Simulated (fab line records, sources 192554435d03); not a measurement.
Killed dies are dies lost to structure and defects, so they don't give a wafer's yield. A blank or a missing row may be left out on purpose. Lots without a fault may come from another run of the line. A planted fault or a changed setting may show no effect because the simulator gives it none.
Which tool did it? | flow n5_finfet | 24 lots, 72 wafers sampled, at 3 steps of a route of 1938

WHAT THE GAUGES READ, wafer by wafer
N5_HKMG_FIN_OVL_MEAS_50.
lot  | measured    | on         | NDIPOLE_OVL (nm)
L074 | day 4 00:34 | overlay-02 | 0.0 -1.1 -0.9
L075 | day 4 05:33 | overlay-02 | 0.1 0.7 0.1
L076 | day 4 12:15 | overlay-02 | -0.2 0.3 -0.4
L077 | day 4 20:28 | overlay-01 | 0.3 1.0 1.0
L078 | day 4 23:01 | overlay-02 | 0.3 0.2 0.1
L079 | day 5 09:49 | overlay-02 | -0.1 -0.5 0.6
L080 | day 5 11:24 | overlay-02 | -0.3 -0.4 1.3
L081 | day 5 19:40 | overlay-02 | -0.8 -0.9 -0.4
L082 | day 6 00:44 | overlay-01 | -0.7 -0.1 0.3
L083 | day 6 07:53 | overlay-01 | 1.0 0.9 -0.1
L084 | day 6 16:10 | overlay-02 | 0.1 0.9 0.0
L085 | day 6 17:41 | overlay-01 | 0.2 -0.3 0.7
L086 | day 6 23:57 | overlay-02 | 0.9 -0.9 0.2
L087 | day 7 05:59 | overlay-02 | 0.8 0.0 0.3
L088 | day 7 13:37 | overlay-01 | 0.3 0.8 1.0
L089 | day 7 19:38 | overlay-02 | 0.3 0.4 0.8
L090 | day 7 23:58 | overlay-01 | 1.2 0.2 -0.6
L091 | day 8 08:19 | overlay-02 | -0.5 0.1 -0.6
L093 | day 8 17:57 | overlay-02 | 0.3 0.4 0.0
L092 | day 8 18:56 | overlay-01 | 1.2 0.8 0.2
L094 | day 9 00:19 | overlay-02 | 0.5 -0.3 0.5
L095 | day 9 08:27 | overlay-02 | 0.8 0.8 0.5
L096 | day 9 13:28 | overlay-02 | -0.7 0.8 0.8
L097 | day 9 18:17 | overlay-02 | 0.3 0.5 -0.5

N5_HKMG_FIN_CD_MEAS_12: target cd 92.8 nm.
lot  | measured    | on        | cd_nm (nm)
L074 | day 4 03:56 | cd_sem-03 | 92.5 93.9 93.5
L075 | day 4 09:03 | cd_sem-03 | 92.2 92.3 91.6
L076 | day 4 15:37 | cd_sem-03 | 93.3 92.6 93.4
L077 | day 5 00:03 | cd_sem-03 | 92.0 93.7 91.7
L078 | day 5 02:26 | cd_sem-01 | 93.2 93.1 93.2
L079 | day 5 13:10 | cd_sem-02 | 92.3 92.4 93.7
L080 | day 5 14:47 | cd_sem-03 | 93.3 93.3 91.9
L081 | day 5 23:18 | cd_sem-02 | 93.0 92.1 92.1
L082 | day 6 04:45 | cd_sem-02 | 91.6 91.9 92.4
L083 | day 6 11:25 | cd_sem-01 | 92.9 93.4 92.7
L084 | day 6 20:08 | cd_sem-01 | 91.7 92.8 91.7
L085 | day 6 20:55 | cd_sem-02 | 93.5 93.8 92.9
L086 | day 7 03:59 | cd_sem-02 | 92.5 93.0 92.5
L087 | day 7 09:32 | cd_sem-03 | 92.8 92.8 92.5
L088 | day 7 17:35 | cd_sem-01 | 92.9 93.3 92.0
L089 | day 7 23:08 | cd_sem-02 | 92.8 91.8 93.0
L090 | day 8 03:15 | cd_sem-01 | 92.8 92.5 92.1
L091 | day 8 11:31 | cd_sem-02 | 91.6 92.3 91.5
L093 | day 8 21:17 | cd_sem-01 | 92.4 93.2 93.5
L092 | day 8 22:15 | cd_sem-03 | 93.1 92.7 92.3
L094 | day 9 03:45 | cd_sem-03 | 92.1 92.9 92.8
L095 | day 9 11:49 | cd_sem-03 | 93.0 92.2 92.5
L096 | day 9 16:55 | cd_sem-03 | 92.1 93.3 93.3
L097 | day 9 21:41 | cd_sem-02 | 93.5 92.0 92.8

WHICH TOOL RAN EACH LOT (tool, then ch and the chambers of the sampled wafers, then the start)
lot  | N5_HKMG_FIN_ALD_75
L074 | ald_hk-02 ch 0,2,3, day 4 00:04
L075 | ald_hk-02 ch 0,1,3, day 4 05:03
L076 | ald_hk-02 ch 0,3, day 4 11:46
L077 | ald_hk-01 ch 0,1, day 4 19:58
L078 | ald_hk-01 ch 1,2,3, day 4 22:39
L079 | ald_hk-03 ch 0,1,3, day 5 09:20
L080 | ald_hk-02 ch 0,1,3, day 5 10:54
L081 | ald_hk-02 ch 0,1,3, day 5 19:10
L082 | ald_hk-03 ch 1,2, day 6 00:14
L083 | ald_hk-03 ch 1,2, day 6 07:31
L084 | ald_hk-01 ch 1,2,3, day 6 15:47
L085 | ald_hk-01 ch 0,1,2, day 6 17:11
L086 | ald_hk-02 ch 0,1,2, day 6 23:27
L087 | ald_hk-03 ch 2,3, day 7 05:29
L088 | ald_hk-02 ch 0,1,2, day 7 13:01
L089 | ald_hk-02 ch 0,2,3, day 7 19:16
L090 | ald_hk-01 ch 0,1,2, day 7 23:36
L091 | ald_hk-02 ch 0,1, day 8 07:49
L093 | ald_hk-01 ch 0,2,3, day 8 17:27
L092 | ald_hk-03 ch 0,1,2, day 8 18:26
L094 | ald_hk-01 ch 0,3, day 8 23:56
L095 | ald_hk-02 ch 1,3, day 9 07:58
L096 | ald_hk-02 ch 0,1,2, day 9 12:58
L097 | ald_hk-01 ch 0,1,3, day 9 17:54
- N5_HKMG_FIN_ALD_75: deposits Al2O3, target thk 1 nm, co reactant pulse time 1 s.

WHAT THE TOOLS THEMSELVES READ (means of the sampled wafers that have a number; where no wafer has one, the mark that the record gives instead)
N5_HKMG_FIN_ALD_75.
lot  | tool      | heater_power_w (W) | precursor_pulse_height_rel
L074 | ald_hk-02 | 148                | 1.003
L075 | ald_hk-02 | 149                | 1.019
L076 | ald_hk-02 | 151                | 1.003
L077 | ald_hk-01 | 155                | 1.010
L078 | ald_hk-01 | 144                | 1.004
L079 | ald_hk-03 | 148                | 1.002
L080 | ald_hk-02 | 148                | 1.008
L081 | ald_hk-02 | 150                | 1.005
L082 | ald_hk-03 | 155                | 1.011
L083 | ald_hk-03 | 155                | 1.017
L084 | ald_hk-01 | 147                | 1.008
L085 | ald_hk-01 | 151                | 0.998
L086 | ald_hk-02 | 147                | 0.995
L087 | ald_hk-03 | 153                | 1.007
L088 | ald_hk-02 | 149                | 0.999
L089 | ald_hk-02 | 147                | 1.011
L090 | ald_hk-01 | 150                | 0.990
L091 | ald_hk-02 | 150                | 1.002
L093 | ald_hk-01 | 160                | 0.982
L092 | ald_hk-03 | 146                | 1.005
L094 | ald_hk-01 | 158                | 0.989
L095 | ald_hk-02 | 145                | 0.996
L096 | ald_hk-02 | 148                | 0.994
L097 | ald_hk-01 | 150                | 0.985

THE ANSWER, worked out from the rows above alone
Rule: what is usual is taken from the lots themselves. Put in order of their means at a reading, lots are off if they are a third of the lots or fewer, leave a main group of 4 or more, and stand apart from it by a gap of 3 or more times the standard deviation of the main group's means; of several such gaps the widest counts. A main group whose means are all the same, to the digits that the tables above print for the reading, isn't used. A lot without any number at a reading at which 4 lots or more have one is off too. The other lots that the step has rows for count as sound. The gauges are gone through in route order, then the tools' own readings, and for those a lot's mean is taken as printed above. The first step at which some lot is off is used, and at that step the reading that is off furthest; a lot without a number counts as furthest.
No lot is off at any reading shown: from this, nothing can be told.

WHAT THE SIMULATOR HAD PUT IN
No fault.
